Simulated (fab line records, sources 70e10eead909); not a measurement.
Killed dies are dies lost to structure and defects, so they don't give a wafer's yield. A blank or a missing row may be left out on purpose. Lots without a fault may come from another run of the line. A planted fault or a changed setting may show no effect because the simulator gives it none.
Chamber matching | flow nand_harc | NHARC_P_CONTACT_CMP_01 on cmp-04: 4 sister chambers
The step polishes SiO2, target thk 200 nm. 18 wafers are shown with their chamber, then 9 later ones without.

WAFERS WITH THEIR CHAMBER
wafer  | chamber | motor_current_A (A) | retaining_ring_pressure_frac
L075.4 | 2       | 11.1                | 0.989
L075.5 | 1       | 12.3                | 0.993
L075.6 | 0       | 12.6                | 1.007
L076.1 | 3       | 10.9                | 1.001
L076.3 | 2       | 10.9                | 0.997
L076.4 | 1       | 12.7                | 0.999
L079.2 | 1       | 12.3                | 0.993
L079.5 | 3       | 11.4                | 1.010
L079.6 | 2       | 11.2                | 0.994
L081.2 | 1       | 12.2                | 1.005
L081.4 | 2       | 11.1                | 1.003
L081.6 | 1       | 11.9                | 1.008
L084.1 | 1       | 11.7                | 0.993
L084.2 | 0       | 13.3                | 0.999
L084.3 | 3       | 10.6                | 0.997
L087.1 | 3       | 10.6                | 1.000
L087.5 | 3       | 11.5                | 0.997
L087.6 | 2       | 11.8                | 1.006

SIGNATURES (means of the wafers above)
reading                      | chamber 0 | chamber 1 | chamber 2 | chamber 3 | scatter within a chamber
motor_current_A              | 12.950    | 12.183    | 11.220    | 11.000    | 0.384
retaining_ring_pressure_frac | 1.00300   | 0.99850   | 0.99780   | 1.00100   | 0.0063
Rule: a wafer's distance from a chamber is the root of the sum, over the readings, of the square of ((its reading less the chamber's mean) divided by the reading's scatter). The wafer belongs to the nearest chamber; if the next one is less than 2 further off, it can't be placed. The scatter: the root of (the sum of the squares of (reading less its chamber's mean) over the shown wafers, divided by (wafers less chambers)).

WAFERS WITHOUT THEIR CHAMBER
wafer  | motor_current_A (A) | retaining_ring_pressure_frac
L089.1 | 11.0                | 0.994
L089.2 | 12.3                | 0.995
L089.4 | 11.3                | 1.004
L095.1 | 12.3                | 1.006
L095.3 | 10.5                | 0.998
L095.4 | 13.1                | 0.999
L097.2 | 14.0                | 1.005
L097.4 | 11.4                | 1.004
L097.5 | 11.6                | 0.999

WHICH CHAMBER EACH WENT THROUGH
wafer  | from the rows above          | in truth
L089.1 | can't be placed: 2 or 3      | 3
L089.2 | can't be placed: 1 or 0      | 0
L089.4 | can't be placed: 3 or 2 or 1 | 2
L095.1 | can't be placed: 1 or 0 or 2 | 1
L095.3 | can't be placed: 3 or 2      | 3
L095.4 | can't be placed: 0 or 1      | 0
L097.2 | 0                            | 0
L097.4 | can't be placed: 2 or 3 or 1 | 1
L097.5 | can't be placed: 2 or 1 or 3 | 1
Placed correctly: 1 of 9. Can't be placed from these rows: 8 (the true chamber is among the candidates in 8). Placed wrongly: 0.
